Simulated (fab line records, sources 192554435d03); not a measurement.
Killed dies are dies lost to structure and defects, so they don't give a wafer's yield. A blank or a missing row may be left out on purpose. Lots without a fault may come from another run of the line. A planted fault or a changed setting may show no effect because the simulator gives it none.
fab line records | flow n5_finfet
record lots=7 wafers=21
route steps=1938 shown BEOL_M12@1648 BEOL_M13@1673 BEOL_M14@1742 TV_OPEN@1888
start_h: hours from the record's first day to the start of the lot's first wafer shown | wait_h: hours since the lot's step before | " the same as in the row above | L1.1+2: a row that stands for several wafers | - no value, or no start given | * or withheld: withheld | < > ~ a bound
route shown NAME@n: a module of which the file shows steps, and the number in the route of the first | usual: mean/standard deviation of fault-free wafers | same: alike in all rows | chamber/n: place in a boat | sites: the reading at each site | _std_site: their standard deviation | _edge_site: outer sites' mean less inner sites' | radius_mm: how far each site lies from the wafer's centre | mask NAME#n: copy n | behind: the tool/chamber that last shaped the wafer | hold: why the lot was held/for how many hours/how that ended | device: the transistor (n, p or np) that didn't switch | end of line: the same wafers' tests at the end of the route | a step without rows: its recipe alone | killed: dies lost to structure and defects at the first sort, not the wafer's yield | map: a wafer's dies, x killed, . not, _ none there
set.NAME: the setting as run; set.NAME@STEP: as run at that earlier step | model.NAME: the simulator's own value behind a step, which no gauge read
lots whose settings were changed on purpose; a table a step, a row a wafer
## steps
# step N5_BEOL_M12_SPUTTER_43
# recipe material=TaN target_thk_a=150 temp_c=50 bias_v=168.6 power_w=15000 chamber_pressure_pa=0.12 time_s=24.19
# columns lot.wafer tool chamber start_h wait_h set.time_s model.TaN_of_BEOL_M12_SPUTTER_43.thk_nm
L075.1+4 pvd_sputter-03 - 241.89 0.0 24.19 14.8
L075.5 " - " " 22 13.4
L079.4 pvd_sputter-03 - 258.39 0.0 27.43 16.8
L079.5 " - " " 27.43 17
L079.6 " - " " 24.19 14.8
L085.2 pvd_sputter-03 - 297.45 0.0 24.19 15
L085.3+6 " - " " 24.19 14.8
L092.2+4 pvd_sputter-02 - 339.04 0.0 24.19 15.4
L092.3 " - " " 23.15 14.6
L093.4+6 pvd_sputter-01 - 352.46 0.0 24.19 14.8
L093.5 " - " " 25.96 16
L095.1+4+5 pvd_sputter-01 - 352.98 0.0 24.19 14.8
L097.2 pvd_sputter-03 - 376.89 0.0 24.19 14.8
L097.3 " - " " 22.87 13.6
L097.5 " - " " 22.87 13.8
# step N5_BEOL_M12_SPUTTER_44
# recipe material=Ta target_thk_a=100 temp_c=50 bias_v=80 power_w=15000 chamber_pressure_pa=0.07 time_s=16.13
# step N5_BEOL_M12_SPUTTER_45
# recipe material=Cu target_thk_a=800 temp_c=-20 bias_v=60 power_w=26000 chamber_pressure_pa=0.13 time_s=13.33
# step N5_BEOL_M12_ECD_47
# recipe material=Cu target_thk_a=7200
# step N5_BEOL_M12_ANNEAL_48
# recipe temp_c=225 time_s=90 ambient=N2
# step N5_BEOL_M12_CMP_49
# recipe stop_on=SiOC t_overpolish_s=20.6 down_force_psi=1 platen_rpm=50 clearing_platen_down_force_psi=1.5 clearing_platen_rpm=50 post_cmp_clean=cu_alkaline target_thk_nm=320 clearing_platen_pad_velocity_m_s=0.99484 pad_velocity_m_s=0.99484
# columns lot.wafer tool chamber start_h wait_h set.time_s@BEOL_M12_TRENCH_ETCH_34 model.Cu_of_BEOL_M12_ECD_47.thk_nm
L075.4 cmp-04 0 242.62 0.1 136.2 348.8
L075.1 " 3 " " 125.5 320.4
L075.5 " 0 " " 125.5 317
L079.4 cmp-01 0 259.19 0.2 104.1 259.4
L079.5 " 2 " " 125.5 315.8
L079.6 " 3 " " 125.5 318.2
L085.2 cmp-04 3 298.24 0.3 150.4 397
L085.3 " 0 " " 125.5 317
L085.6 " 2 " " 150.4 378.2
L092.3 cmp-03 1 339.86 0.2 125.5 325.4
L092.2 " 2 " " 111.8 288.4
L092.4 " 3 " " 125.5 319.8
L093.4 cmp-04 2 353.47 0.2 143.2 370.4
L093.6 " 0 " " 125.5 328.8
L093.5 " 1 " " 143.2 375.2
L095.4 cmp-04 3 353.95 0.3 125.5 324
L095.1 " 1 " " 125.5 317
L095.5 " 2 " " 125.5 320.4
L097.2 cmp-04 0 377.69 0.2 125.5 322.8
L097.3 " 2 " " 153.4 390.2
L097.5 " 0 " " 125.5 310.2
# step N5_BEOL_M12_THK_MEAS_50
# recipe thk_meas_gauge=xrf reads=Cu_of_BEOL_M12_ECD_47
# usual M12_THK=319/5.4
# columns lot.wafer tool chamber start_h wait_h set.time_s@BEOL_M12_TRENCH_ETCH_34 M12_THK[nm]
L075.1 film_metro-01 - 242.91 - 125.5 321
L075.4 " - " " 136.2 350
L075.5 " - " " 125.5 317
L079.4 film_metro-02 - 259.41 - 104.1 258
L079.5 " - " " 125.5 316
L079.6 " - " " 125.5 317
L085.2 film_metro-02 - 298.46 - 150.4 393
L085.3 " - " " 125.5 313
L085.6 " - " " 150.4 373
L092.2 film_metro-01 - 340.12 - 111.8 289
L092.3 " - " " 125.5 326
L092.4 " - " " 125.5 320
L093.4 film_metro-01 - 353.69 - 143.2 373
L093.5 " - " " 143.2 376
L093.6 " - " " 125.5 331
L095.1 film_metro-02 - 354.21 - 125.5 315
L095.4 " - " " 125.5 321
L095.5 " - " " 125.5 318
L097.2 film_metro-01 - 377.99 - 125.5 325
L097.3 " - " " 153.4 394
L097.5 " - " " 125.5 313
# step N5_BEOL_M12_PRE_CLEAN_52
# recipe gas=NH3 time_s=15 temp_c=withheld rf_power_w=300
# step N5_BEOL_M12_DEP_53
# recipe material=SiCN target_thk_a=300 temp_c=withheld precursor=3MS/NH3 pressure_torr=3 rf_w=675 time_s=10.5
# step N5_BEOL_M12_RS_MEAS_54
# recipe thk_meas_gauge=four-point-probe reads=Cu_of_BEOL_M12_ECD_47+Ta_of_BEOL_M12_SPUTTER_44+TaN_of_BEOL_M12_SPUTTER_43
# usual M12_RS=0.0601/0.00094
# columns lot.wafer tool chamber start_h wait_h set.time_s@BEOL_M12_TRENCH_ETCH_34 M12_RS[ohm/sq]
L075.1 film_metro-02 - 243.04 0.0 125.5 0.0600
L075.4 " - " " 136.2 0.0549
L075.5 " - " " 125.5 0.0607
L079.4 film_metro-01 - 259.54 0.0 104.1 0.0748
L079.5 " - " " 125.5 0.0608
L079.6 " - " " 125.5 0.0604
L085.2 film_metro-02 - 298.58 0.0 150.4 0.0479
L085.3 " - " " 125.5 0.0605
L085.6 " - " " 150.4 0.0505
L092.2 film_metro-02 - 340.24 0.0 111.8 0.0669
L092.3 " - " " 125.5 0.0590
L092.4 " - " " 125.5 0.0600
L093.4 film_metro-01 - 353.84 0.1 143.2 0.0515
L093.5 " - " " 143.2 0.0510
L093.6 " - " " 125.5 0.0584
L095.1 film_metro-02 - 354.33 0.0 125.5 0.0607
L095.4 " - " " 125.5 0.0593
L095.5 " - " " 125.5 0.0600
L097.2 film_metro-02 - 378.11 0.0 125.5 0.0596
L097.3 " - " " 153.4 0.0489
L097.5 " - " " 125.5 0.0620
# step N5_BEOL_M13_ETCH_59
# recipe chemistry=N2/H2 target=BARC target_depth_a=890 overetch_a=267 time_s=67.9 ion_energy_ev=200 pressure_mtorr=30 source_w=840 bias_w=150 n2_flow_sccm=200 h2_flow_sccm=200
# columns lot.wafer tool chamber start_h wait_h set.time_s model.coat_of_BEOL_M13_COAT_04.thk_nm
L075.1 rie_diel-02 0 243.80 0.0 67.9 316.6
L075.4 " 1 " " 67.9 316.2
L075.5 " 2 " " 67.9 317.4
L079.4 rie_diel-02 1 260.36 0.0 53.34 332
L079.5 " 0 " " 67.9 317.6
L079.6 " 1 " " 53.34 332.6
L085.2 rie_diel-03 0 299.22 0.0 67.9 319
L085.3 " 2 " " 72.68 315
L085.6 " 0 " " 67.9 319.4
L092.2 rie_diel-06 0 340.88 0.0 67.9 318
L092.3 " 2 " " 82.21 305.4
L092.4 " 3 " " 67.9 319.6
L093.4 rie_diel-02 2 354.61 0.0 67.9 318.6
L093.5 " 1 " " 75.44 312.8
L093.6 " 0 " " 75.44 312.2
L095.1 rie_diel-06 2 355.13 0.0 67.9 319.8
L095.4+5 " 0 " " 67.9 318.6
L097.2 rie_diel-06 3 379.04 0.0 67.9 315.6
L097.3 " 2 " " 67.9 316.4
L097.5 " 2 " " 67.9 317.2
# step N5_BEOL_M13_VIA_ETCH_16
# recipe chemistry=C4F8/O2/Ar target=SiOC pressure_mtorr=30 source_w=3000 bias_w=700 Ar_flow_sccm=400 C4F8_flow_sccm=15 O2_flow_sccm=8 he_inner_torr=15 he_outer_torr=30 target_depth_a=9217 time_s=withheld ion_energy_ev=250 ends=cleared
# columns lot.wafer tool chamber start_h wait_h set.time_s@BEOL_M13_ETCH_59 model.coat_of_BEOL_M13_COAT_04.thk_nm
L075.1 rie_diel-02 0 243.86 0.0 * 68.6
L075.4 " 1 " " * 67
L075.5 " 2 " " * 64.4
L079.4 rie_diel-02 1 260.41 0.0 * 80
L079.5 " 0 " " * 70
L079.6 " 1 " " * 85.6
L085.2 rie_diel-03 0 299.28 0.0 * 75.4
L085.3 " 2 " " * 70.8
L085.6 " 0 " " * 71
L092.2 rie_diel-06 0 340.93 0.0 * 76
L092.3 " 2 " " * 62.8
L092.4 " 3 " " * 77.4
L093.4 rie_diel-02 2 354.66 0.0 * 68
L093.5 " 1 " " * 63.6
L093.6 " 0 " " * 63.4
L095.1 rie_diel-06 2 355.18 0.0 * 77
L095.4 " 0 " " * 70.6
L095.5 " 0 " " * 68.4
L097.2 rie_diel-06 3 379.09 0.0 * 68.6
L097.3 " 2 " " * 69.6
L097.5 " 2 " " * 65
# step N5_BEOL_M13_STRIP_63
# recipe chemistry=N2/H2 power_w=1000 temp_c=250 h2_frac=0.65 overash_fraction=0.3 pressure_mtorr=1000 n2_flow_sccm=1750 h2_flow_sccm=3250
# usual strip_time_to_endpoint_s=28.3/1
# columns lot.wafer tool chamber start_h wait_h set.time_s@BEOL_M13_ETCH_59 strip_time_to_endpoint_s
L075.1 plasma_asher-01 0 244.09 - 67.9 27.2
L075.4 " 1 " " 67.9 26.8
L075.5 " 1 " " 67.9 26.0
L079.4 plasma_asher-02 0 260.67 - 53.34 30.6
L079.5 " 0 " " 67.9 27.7
L079.6 " 1 " " 53.34 32.2
L085.2 plasma_asher-02 0 299.51 - 67.9 29.3
L085.3 " 1 " " 72.68 27.9
L085.6 " 0 " " 67.9 28.0
L092.2 plasma_asher-02 1 341.17 - 67.9 29.4
L092.3 " 1 " " 82.21 25.5
L092.4 " 0 " " 67.9 29.8
L093.4 plasma_asher-01 1 354.92 - 67.9 27.1
L093.5 " 1 " " 75.44 25.7
L093.6 " 0 " " 75.44 25.7
L095.1 plasma_asher-02 1 355.42 - 67.9 29.7
L095.4 " 0 " " 67.9 27.9
L095.5 " 1 " " 67.9 27.2
L097.2 plasma_asher-02 1 379.33 - 67.9 27.3
L097.3 " 1 " " 67.9 27.6
L097.5 " 1 " " 67.9 26.2
# step N5_BEOL_M13_EXPOSE_25
# recipe mask_id=M13 na=0.93 source_shape=conventional sigma_outer=0.4 polarization=unpolarized target_cd_nm=210 dose_mj=22
# columns lot.wafer tool chamber start_h wait_h mask set.dose_mj
L075.1+5 krf_scanner-02 0 244.49 - M13#0 22
L075.4 " 0 " " M13#0 20.72
L079.4 krf_scanner-02 0 261.15 - M13#0 22.79
L079.5+6 " 0 " " M13#0 22
L085.2 krf_scanner-02 0 299.91 - M13#0 22
L085.3+6 " 0 " " M13#0 21.2
L092.2+3 krf_scanner-02 0 341.54 - M13#0 22.54
L092.4 " 0 " " M13#0 22
L093.4 krf_scanner-02 0 355.27 - M13#0 22
L093.5+6 " 0 " " M13#0 20.4
L095.1+4+5 krf_scanner-02 0 355.79 - M13#0 22
L097.2+5 krf_scanner-01 0 379.83 - M13#0 22
L097.3 " 0 " " M13#0 23.19
# step N5_BEOL_M13_PEB_26
# recipe peb_temp_c=130 peb_time_s=90
# step N5_BEOL_M13_DEVELOP_27
# recipe develop_time_s=45 rinse_liquid=diw dry=air_spin dev_temp_c=21
# step N5_BEOL_M13_HARDBAKE_32
# recipe temp_c=130 time_s=120
# step N5_BEOL_M13_CD_MEAS_28
# recipe target_cd_nm=209.5 landing_energy_ev=500 detector=se_inlens
# usual cd_nm=209.9/0.9
# columns lot.wafer tool chamber start_h wait_h set.dose_mj@BEOL_M13_EXPOSE_25 cd_nm
L075.1 cd_sem-02 0 244.66 - 22 210.9
L075.4 " 0 " " 20.72 204.9
L075.5 " 0 " " 22 209.6
L079.4 cd_sem-02 0 261.31 - 22.79 213.1
L079.5 " 0 " " 22 209.8
L079.6 " 0 " " 22 210.1
L085.2 cd_sem-02 0 300.09 - 22 208.8
L085.3 " 0 " " 21.2 206.6
L085.6 " 0 " " 21.2 205.8
L092.2 cd_sem-03 0 341.71 - 22.54 211.0
L092.3 " 0 " " 22.54 210.5
L092.4 " 0 " " 22 208.9
L093.4 cd_sem-03 0 355.43 - 22 208.9
L093.5 " 0 " " 20.4 201.9
L093.6 " 0 " " 20.4 201.4
L095.1 cd_sem-02 0 355.96 - 22 210.3
L095.4 " 0 " " 22 209.6
L095.5 " 0 " " 22 211.5
L097.2 cd_sem-02 0 380.00 - 22 209.8
L097.3 " 0 " " 23.19 214.1
L097.5 " 0 " " 22 209.8
# step N5_BEOL_M13_DESCUM_33
# recipe chemistry=O2 time_s=7.9 source_power_w=50 bias_power_w=20 pressure_mtorr=20 rf_frequency_hz=2.712e+07 temp_c=40 o2_flow_sccm=225
# columns lot.wafer tool chamber start_h wait_h set.dose_mj@BEOL_M13_EXPOSE_25 model.BEOL_M13.cd_nm
L075.1 rie_diel-02 0 244.99 0.3 22 211.2
L075.4 " 2 " " 20.72 204.8
L075.5 " 0 " " 22 209.2
L079.4 rie_diel-02 1 261.40 0.0 22.79 213
L079.5 " 1 " " 22 209.8
L079.6 " 0 " " 22 210.4
L085.2 rie_diel-03 0 300.52 0.4 22 208.4
L085.3 " 1 " " 21.2 206.2
L085.6 " 1 " " 21.2 205.6
L092.2 rie_diel-03 2 341.80 0.0 22.54 211.4
L092.3 " 1 " " 22.54 210.8
L092.4 " 0 " " 22 208.8
L093.4 rie_diel-02 0 355.52 0.0 22 208.8
L093.5 " 3 " " 20.4 201.8
L093.6 " 2 " " 20.4 201.4
L095.1 rie_diel-03 3 356.05 0.0 22 210.4
L095.4 " 1 " " 22 209.4
L095.5 " 1 " " 22 211.4
L097.2+5 rie_diel-03 3 380.28 0.2 22 209.8
L097.3 " 2 " " 23.19 214.2
# step N5_BEOL_M13_ETCH_67
# recipe chemistry=CF4 target=SiARC target_depth_a=1430 time_s=238.3 ion_energy_ev=80 pressure_mtorr=40 source_w=545 bias_w=36 Ar_flow_sccm=100 cf4_flow_sccm=100 ends=cleared
# step N5_BEOL_M13_ETCH_68
# recipe chemistry=N2/H2 target=SOC mask_material=SiARC source_w=3000 bias_w=350 temp_c=40 time_s=355 ion_energy_ev=200 pressure_mtorr=30 n2_flow_sccm=200 h2_flow_sccm=200
# columns lot.wafer tool chamber start_h wait_h set.dose_mj@BEOL_M13_EXPOSE_25 model.BEOL_M13.cd_nm
L075.1 rie_diel-02 0 245.17 0.1 22 212
L075.4 " 2 " " 20.72 203.8
L075.5 " 0 " " 22 209
L079.4 rie_diel-02 1 261.58 0.1 22.79 210.8
L079.5 " 1 " " 22 209
L079.6 " 0 " " 22 209.6
L085.2 rie_diel-03 0 300.70 0.1 22 208.6
L085.3 " 1 " " 21.2 206
L085.6 " 1 " " 21.2 205
L092.2 rie_diel-03 2 341.99 0.1 22.54 212.2
L092.3 " 1 " " 22.54 209.6
L092.4 " 0 " " 22 210.2
L093.4 rie_diel-02 0 355.70 0.1 22 209
L093.5 " 3 " " 20.4 202.2
L093.6 " 2 " " 20.4 201.4
L095.1 rie_diel-03 3 356.23 0.1 22 211.4
L095.4 " 1 " " 22 208.4
L095.5 " 1 " " 22 210.6
L097.2 rie_diel-03 3 380.47 0.1 22 209.8
L097.3 " 2 " " 23.19 214.8
L097.5 " 3 " " 22 209.6
# step N5_BEOL_M13_STRIP_69
# recipe chemistry=N2/H2 temp_c=40 n2_flow_sccm=200 h2_flow_sccm=200 rf_frequency_hz=6e+07
# step N5_BEOL_M13_TRENCH_ETCH_34
# recipe chemistry=C4F8/O2/Ar target=SiOC target_depth_a=4134.7 mask_material=SOC pressure_mtorr=30 source_w=3000 bias_w=700 Ar_flow_sccm=400 C4F8_flow_sccm=15 O2_flow_sccm=8 he_inner_torr=15 he_outer_torr=30 time_s=162.6 ion_energy_ev=250
# columns lot.wafer tool chamber start_h wait_h set.dose_mj@BEOL_M13_EXPOSE_25 model.BEOL_M13.cd_nm
L075.1 rie_diel-02 0 245.39 0.0 22 211.6
L075.4 " 2 " " 20.72 203.4
L075.5 " 0 " " 22 208.8
L079.4 rie_diel-02 1 261.80 0.0 22.79 210.8
L079.5 " 1 " " 22 208.8
L079.6 " 0 " " 22 209.2
L085.2 rie_diel-03 0 300.92 0.0 22 208.6
L085.3 " 1 " " 21.2 206
L085.6 " 1 " " 21.2 204.8
L092.2 rie_diel-03 2 342.21 0.0 22.54 212
L092.3 " 1 " " 22.54 209.6
L092.4 " 0 " " 22 210.2
L093.4 rie_diel-02 0 355.92 0.0 22 209
L093.5 " 3 " " 20.4 202.2
L093.6 " 2 " " 20.4 201.2
L095.1 rie_diel-03 3 356.45 0.0 22 211.4
L095.4 " 1 " " 22 208.6
L095.5 " 1 " " 22 210.8
L097.2 rie_diel-03 3 380.69 0.0 22 210
L097.3 " 2 " " 23.19 214.8
L097.5 " 3 " " 22 209.4
# step N5_BEOL_M14_EXPOSE_25
# recipe mask_id=M14 na=0.8 source_shape=annular sigma_inner=0.5 sigma_outer=0.8 polarization=unpolarized target_cd_nm=280 dose_mj=26.6
# columns lot.wafer tool chamber start_h wait_h mask set.dose_mj
L075.1+4 krf_scanner-01 0 248.92 - M14#0 25.12
L075.5 " 0 " " M14#0 26.6
L079.4+5 krf_scanner-02 0 267.29 - M14#0 26.6
L079.6 " 0 " " M14#0 27.15
L085.2 krf_scanner-01 0 304.44 - M14#0 26.04
L085.3+6 " 0 " " M14#0 26.6
L092.2+3+4 krf_scanner-01 0 345.97 - M14#0 26.6
L093.4+6 krf_scanner-01 0 359.51 - M14#0 26.6
L093.5 " 0 " " M14#0 28.45
L095.1+4+5 krf_scanner-01 0 363.69 - M14#0 26.6
L097.2+3+5 krf_scanner-01 0 384.44 - M14#0 26.6
# step N5_BEOL_M14_PEB_26
# recipe peb_temp_c=130 peb_time_s=90
# step N5_BEOL_M14_DEVELOP_27
# recipe develop_time_s=45 rinse_liquid=diw dry=air_spin dev_temp_c=21
# step N5_BEOL_M14_HARDBAKE_32
# recipe temp_c=130 time_s=120
# step N5_BEOL_M14_CD_MEAS_28
# recipe target_cd_nm=284.4 landing_energy_ev=500 detector=se_inlens
# usual cd_nm=284.5/1.4
# columns lot.wafer tool chamber start_h wait_h set.dose_mj@BEOL_M14_EXPOSE_25 cd_nm
L075.1 cd_sem-03 0 249.09 - 25.12 276.3
L075.4 " 0 " " 25.12 275.8
L075.5 " 0 " " 26.6 282.8
L079.4 cd_sem-02 0 267.45 - 26.6 283.4
L079.5 " 0 " " 26.6 284.5
L079.6 " 0 " " 27.15 289.6
L085.2 cd_sem-01 0 304.61 - 26.04 281.7
L085.3 " 0 " " 26.6 286.3
L085.6 " 0 " " 26.6 287.1
L092.2 cd_sem-02 0 346.14 - 26.6 287.7
L092.3 " 0 " " 26.6 287.4
L092.4 " 0 " " 26.6 286.0
L093.4 cd_sem-01 0 359.67 - 26.6 283.8
L093.5 " 0 " " 28.45 293.9
L093.6 " 0 " " 26.6 284.9
L095.1 cd_sem-03 0 363.86 - 26.6 282.2
L095.4 " 0 " " 26.6 283.4
L095.5 " 0 " " 26.6 285.4
L097.2 cd_sem-02 0 384.60 - 26.6 286.4
L097.3 " 0 " " 26.6 286.2
L097.5 " 0 " " 26.6 286.3
# step N5_BEOL_M14_DESCUM_33
# recipe chemistry=O2 time_s=7.9 source_power_w=50 bias_power_w=20 pressure_mtorr=20 rf_frequency_hz=2.712e+07 temp_c=40 o2_flow_sccm=225
# columns lot.wafer tool chamber start_h wait_h set.dose_mj@BEOL_M14_EXPOSE_25 model.BEOL_M14.cd_nm
L075.1 rie_diel-01 0 249.37 0.2 25.12 276.2
L075.4 " 3 " " 25.12 276
L075.5 " 0 " " 26.6 283.2
L079.4 rie_diel-01 0 267.53 0.0 26.6 283.4
L079.5 " 3 " " 26.6 284.8
L079.6 " 0 " " 27.15 289.4
L085.2 rie_diel-05 1 305.09 0.4 26.04 281.6
L085.3 " 0 " " 26.6 286.4
L085.6 " 1 " " 26.6 287.2
L092.2 rie_diel-05 1 346.23 0.0 26.6 287.4
L092.3 " 3 " " 26.6 287.2
L092.4 " 0 " " 26.6 285.8
L093.4 rie_diel-01 2 359.83 0.1 26.6 283.6
L093.5 " 2 " " 28.45 294
L093.6 " 3 " " 26.6 284.8
L095.1 rie_diel-05 0 363.95 0.0 26.6 282.6
L095.4 " 2 " " 26.6 283.8
L095.5 " 0 " " 26.6 285.4
L097.2 rie_diel-05 2 385.04 0.4 26.6 286.8
L097.3 " 1 " " 26.6 286.2
L097.5 " 2 " " 26.6 286.6
# step N5_PASSIVATION_VIA_ETCH_13
# recipe chemistry=CHF3/O2 target=SiO2 target_depth_a=6600 CHF3_flow_sccm=50 O2_flow_sccm=5 Ar_flow_sccm=200 time_s=330 mask_material=PR pressure_mtorr=30 source_w=650 bias_w=170 ion_energy_ev=200 ends=cleared
# usual rf_vpp_V=526/5.6
# columns lot.wafer tool chamber start_h wait_h set.source_w rf_vpp_V
L075.1 rie_diel-06 3 267.43 0.0 650 517
L075.4 " 1 " " 543.8 567
L075.5 " 3 " " 543.8 564
L079.4 rie_diel-02 2 283.96 0.0 760 483
L079.5 " 3 " " 650 526
L079.6 " 2 " " 760 481
L085.2 rie_diel-02 1 321.41 0.0 650 530
L085.3 " 0 " " 650 528
L085.6 " 1 " " 650 531
L092.2 rie_diel-02 2 364.42 0.0 572.5 555
L092.3 " 0 " " 572.5 563
L092.4 " 3 " " 650 526
L093.4 rie_diel-06 0 376.74 0.0 650 514
L093.5 " 0 " " 650 515
L093.6 " 3 " " 586.4 542
L095.1 rie_diel-02 3 382.16 0.0 650 527
L095.4 " 0 " " 650 528
L095.5 " 3 " " 650 525
L097.2 rie_diel-02 2 401.60 0.0 650 530
L097.3 " 1 " " 650 531
L097.5 " 0 " " 650 528
## key
split step=N5_BEOL_M12_SPUTTER_43 setting=time_s stated=24.19 by=wafer
response step=N5_BEOL_M12_SPUTTER_43 reading=model.TaN_of_BEOL_M12_SPUTTER_43.thk_nm change=+0.163 per=1% r=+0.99
split step=N5_BEOL_M13_ETCH_59 setting=time_s stated=67.9 by=wafer
response step=N5_BEOL_M13_ETCH_59 reading=model.coat_of_BEOL_M13_COAT_04.thk_nm change=-0.645 per=1% r=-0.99
response step=N5_BEOL_M13_VIA_ETCH_16 reading=model.coat_of_BEOL_M13_COAT_04.thk_nm change=-0.589 per=1% r=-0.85
response step=N5_BEOL_M13_STRIP_63 reading=strip_time_to_endpoint_s change=* per=1% r=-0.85
split step=N5_BEOL_M13_EXPOSE_25 setting=dose_mj stated=22 by=wafer
response step=N5_BEOL_M13_CD_MEAS_28 reading=cd_nm change=+0.896 per=1% r=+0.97
response step=N5_BEOL_M13_DESCUM_33 reading=model.BEOL_M13.cd_nm change=+0.896 per=1% r=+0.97
response step=N5_BEOL_M13_ETCH_68 reading=model.BEOL_M13.cd_nm change=+0.927 per=1% r=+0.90
response step=N5_BEOL_M13_TRENCH_ETCH_34 reading=model.BEOL_M13.cd_nm change=+0.944 per=1% r=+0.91
split step=N5_BEOL_M14_EXPOSE_25 setting=dose_mj stated=26.6 by=wafer
response step=N5_BEOL_M14_CD_MEAS_28 reading=cd_nm change=+1.44 per=1% r=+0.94
response step=N5_BEOL_M14_DESCUM_33 reading=model.BEOL_M14.cd_nm change=+1.47 per=1% r=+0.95
split step=N5_PASSIVATION_VIA_ETCH_13 setting=source_w stated=650 by=wafer
response step=N5_PASSIVATION_VIA_ETCH_13 reading=rf_vpp_V change=-2.78 per=1% r=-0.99
split outside_this_file step=N5_BEOL_M12_TRENCH_ETCH_34 setting=time_s
# split outside_this_file: this setting was split too, and the file shows its column; the key of that split is in another file
